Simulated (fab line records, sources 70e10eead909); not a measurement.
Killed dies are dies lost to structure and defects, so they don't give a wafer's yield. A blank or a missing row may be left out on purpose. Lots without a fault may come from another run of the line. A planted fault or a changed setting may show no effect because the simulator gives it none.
Which tool did it? | flow nand_harc | 12 lots, 36 wafers sampled, at 4 steps of a route of 1302

WHAT THE GAUGES READ, wafer by wafer
The record holds no reading of a measuring or inspecting step that can be judged against a usual standard deviation.

WHICH TOOL RAN EACH LOT (tool, then ch and the chambers of the sampled wafers, then the start)
lot  | NHARC_A_CHANNEL_HOLE_D1_ETCH_19  | NHARC_A_CHANNEL_FILL_D1_ALD_16   | NHARC_A_CHANNEL_FILL_D1_ETCHBACK_20 | NHARC_A_CHANNEL_FILL_D1_ALD_25
L721 | har_etch-02 ch 0,1, day 8 17:56  | ald_hk-04 ch 1,3, day 9 12:02    | rie_diel-08 ch 0,3, day 9 21:05     | ald_hk-02 ch 1,3, day 10 08:50
L722 | har_etch-02 ch 0,1, day 9 19:05  | ald_hk-03 ch 0,2,3, day 10 13:10 | rie_diel-09 ch 0,2,3, day 11 01:54  | ald_hk-03 ch 0,2,3, day 11 13:45
L723 | har_etch-01 ch 0,1, day 9 21:14  | ald_hk-02 ch 0,3, day 10 13:10   | rie_diel-05 ch 0,3, day 11 01:54    | ald_hk-02 ch 1,3, day 11 14:22
L724 | har_etch-01 ch 0,1, day 10 07:58 | ald_hk-03 ch 1,3, day 11 02:02   | rie_diel-09 ch 1,2, day 11 14:01    | ald_hk-02 ch 1,2,3, day 12 03:08
L727 | har_etch-01 ch 0,1, day 11 18:57 | ald_hk-03 ch 1,2, day 12 12:35   | rie_diel-08 ch 0,1,3, day 13 00:35  | ald_hk-02 ch 0,1,2, day 13 14:08
L729 | har_etch-02 ch 0,1, day 12 06:30 | ald_hk-04 ch 1,2,3, day 13 00:49 | rie_diel-08 ch 0,1,3, day 13 12:46  | ald_hk-03 ch 0,2,3, day 14 01:11
L732 | har_etch-01 ch 0,1, day 13 12:52 | ald_hk-04 ch 0,1,3, day 14 07:20 | rie_diel-09 ch 1,2, day 14 20:01    | ald_hk-04 ch 1,2,3, day 15 10:25
L736 | har_etch-02 ch 0,1, day 15 08:55 | ald_hk-04 ch 0,1,3, day 16 03:08 | rie_diel-05 ch 0,1,3, day 16 15:32  | ald_hk-04 ch 0,3, day 17 03:20
L738 | har_etch-01 ch 0,1, day 15 19:23 | ald_hk-02 ch 0,1, day 16 13:43   | rie_diel-05 ch 0,1,2, day 17 01:44  | ald_hk-04 ch 0,1, day 17 13:40
L740 | har_etch-01 ch 0,1, day 16 16:47 | ald_hk-02 ch 0,3, day 17 11:23   | rie_diel-08 ch 0,1,3, day 18 01:27  | ald_hk-04 ch 0,1,2, day 18 14:58
L742 | har_etch-02 ch 0,1, day 17 17:42 | ald_hk-02 ch 0,2,3, day 18 11:46 | rie_diel-09 ch 0,1,2, day 18 23:40  | ald_hk-03 ch 0,1,2, day 19 11:35
L743 | har_etch-01 ch 0,1, day 18 13:32 | ald_hk-03 ch 0,1, day 19 07:44   | rie_diel-05 ch 0,3, day 19 19:44    | ald_hk-02 ch 0,1,3, day 20 08:54
- NHARC_A_CHANNEL_HOLE_D1_ETCH_19: etches the open film in C4F8/O2/Ar, time 34.5 s.
- NHARC_A_CHANNEL_FILL_D1_ALD_16: deposits SiO2, target thk 1.5 nm, pulse time 10 s, ald cycles 15.
- NHARC_A_CHANNEL_FILL_D1_ETCHBACK_20: etches the open film in C4F8/O2/Ar, target depth 27 nm, time 13.5 s.
- NHARC_A_CHANNEL_FILL_D1_ALD_25: deposits SiOx, target thk 60 nm, pulse time 10 s, ald cycles 600.

WHAT THE TOOLS THEMSELVES READ (means of the sampled wafers that have a number; where no wafer has one, the mark that the record gives instead)
NHARC_A_CHANNEL_HOLE_D1_ETCH_19.
lot  | tool        | drypump_motor_current_A (A) | showerhead_plenum_p_Torr (Torr) | throttle_valve_pct (%)
L721 | har_etch-02 | 5.72                        | 3.64                            | 37.036
L722 | har_etch-02 | 5.72                        | 3.63                            | 37.037
L723 | har_etch-01 | 6.03                        | 3.64                            | 37.033
L724 | har_etch-01 | 6.02                        | 3.70                            | 37.037
L727 | har_etch-01 | 6.03                        | 3.63                            | 37.040
L729 | har_etch-02 | 5.71                        | 3.61                            | 37.040
L732 | har_etch-01 | 6.04                        | 3.68                            | 37.034
L736 | har_etch-02 | 5.71                        | 3.77                            | 37.048
L738 | har_etch-01 | 6.04                        | 3.59                            | 37.039
L740 | har_etch-01 | 5.98                        | 3.65                            | 37.037
L742 | har_etch-02 | 5.70                        | 3.76                            | 37.045
L743 | har_etch-01 | 6.01                        | 3.63                            | 37.044

NHARC_A_CHANNEL_FILL_D1_ALD_16.
lot  | tool      | heater_power_w (W) | precursor_pulse_height_rel
L721 | ald_hk-04 | 440                | 0.993
L722 | ald_hk-03 | 450                | 1.016
L723 | ald_hk-02 | 476                | 0.995
L724 | ald_hk-03 | 448                | 1.001
L727 | ald_hk-03 | 496                | 0.995
L729 | ald_hk-04 | 434                | 1.000
L732 | ald_hk-04 | 457                | 1.010
L736 | ald_hk-04 | 457                | 1.008
L738 | ald_hk-02 | 476                | 1.011
L740 | ald_hk-02 | 480                | 1.021
L742 | ald_hk-02 | 494                | 1.003
L743 | ald_hk-03 | 463                | 0.971

NHARC_A_CHANNEL_FILL_D1_ETCHBACK_20.
lot  | tool        | oes_product_au (a.u.) | rf_vpp_V (V)
L721 | rie_diel-08 | 0.99                  | 981
L722 | rie_diel-09 | 0.93                  | 981
L723 | rie_diel-05 | 1.00                  | 981
L724 | rie_diel-09 | 0.93                  | 975
L727 | rie_diel-08 | 1.00                  | 978
L729 | rie_diel-08 | 0.92                  | 979
L732 | rie_diel-09 | 0.99                  | 981
L736 | rie_diel-05 | 0.92                  | 980
L738 | rie_diel-05 | 0.93                  | 979
L740 | rie_diel-08 | 1.00                  | 979
L742 | rie_diel-09 | 0.95                  | 975
L743 | rie_diel-05 | 1.00                  | 980

NHARC_A_CHANNEL_FILL_D1_ALD_25.
lot  | tool      | heater_power_w (W) | precursor_pulse_height_rel
L721 | ald_hk-02 | 443                | 1.001
L722 | ald_hk-03 | 453                | 1.015
L723 | ald_hk-02 | 444                | 0.999
L724 | ald_hk-02 | 477                | 0.994
L727 | ald_hk-02 | 496                | 1.007
L729 | ald_hk-03 | 455                | 0.998
L732 | ald_hk-04 | 434                | 0.985
L736 | ald_hk-04 | 478                | 1.008
L738 | ald_hk-04 | 445                | 0.990
L740 | ald_hk-04 | 455                | 1.038
L742 | ald_hk-03 | 485                | 1.008
L743 | ald_hk-02 | 466                | 0.994

THE ANSWER, worked out from the rows above alone
Rule: what is usual is taken from the lots themselves. Put in order of their means at a reading, lots are off if they are a third of the lots or fewer, leave a main group of 4 or more, and stand apart from it by a gap of 3 or more times the standard deviation of the main group's means; of several such gaps the widest counts. A main group whose means are all the same, to the digits that the tables above print for the reading, isn't used. A lot without any number at a reading at which 4 lots or more have one is off too. The other lots that the step has rows for count as sound. The gauges are gone through in route order, then the tools' own readings, and for those a lot's mean is taken as printed above. The first step at which some lot is off is used, and at that step the reading that is off furthest; a lot without a number counts as furthest.
No lot is off at any reading shown: from this, nothing can be told.

WHAT THE SIMULATOR HAD PUT IN
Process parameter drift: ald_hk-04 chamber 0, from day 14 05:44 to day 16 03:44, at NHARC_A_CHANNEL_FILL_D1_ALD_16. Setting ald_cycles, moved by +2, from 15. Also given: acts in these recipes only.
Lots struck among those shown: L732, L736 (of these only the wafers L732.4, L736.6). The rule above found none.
